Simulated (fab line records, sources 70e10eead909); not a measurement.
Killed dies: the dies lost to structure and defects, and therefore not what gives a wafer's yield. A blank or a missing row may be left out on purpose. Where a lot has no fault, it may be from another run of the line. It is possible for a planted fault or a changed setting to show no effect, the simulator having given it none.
Which tool was responsible? | flow nandHarc | at 1 step of a route of 1302, 12 lots with 36 wafers sampled

## WHAT THE GAUGES READ, wafer by wafer
NHARC_P_M2_OVL_MEAS_10: pitch 340 nm.
lot  | measured     | on         | overlayXNm (nm)
L075 | day 6 21:03  | overlay-01 | -0.3 -0.2 0.0
L077 | day 7 20:12  | overlay-01 | 0.7 0.3 0.4
L079 | day 8 08:26  | overlay-02 | -1.8 -1.4 -1.3
L081 | day 9 16:37  | overlay-01 | 0.1 -0.1 0.0
L084 | day 10 11:50 | overlay-01 | -0.6 -1.0 -0.7
L085 | day 10 22:47 | overlay-01 | 0.6 0.8 -0.4
L088 | day 12 06:50 | overlay-01 | 0.1 0.1 0.1
L089 | day 12 14:16 | overlay-01 | 1.4 1.4 1.2
L091 | day 13 12:47 | overlay-02 | 0.7 0.8 1.1
L093 | day 14 05:13 | overlay-01 | 1.2 0.9 0.3
L095 | day 15 08:22 | overlay-02 | 0.2 0.8 0.2
L097 | day 16 01:59 | overlay-02 | -1.1 -0.8 -0.9

## TOOL THAT RAN EACH LOT (tool first, then ch and the chambers of the sampled wafers, then the start)
Before these readings, the record contains no process step.

## THE ANSWER, worked out from the rows above alone
Rule: usual is defined by the lots themselves. The widest of any qualifying gaps counts: lots, ordered by their means at a reading, are off when they make up no more than a third of the lots, leave a main group of 4 or more, and stand apart from it by 3 or more times the standard deviation of that group's means. The tables above print the reading to a certain number of digits; a main group whose means all agree to those digits is not used. Also off: a lot with no number at a reading for which 4 or more lots have one. The other lots that the step has rows for count as sound.
No lot is off at any reading shown: from this, nothing can be told.

## WHAT HAD BEEN PUT IN BY THE SIMULATOR
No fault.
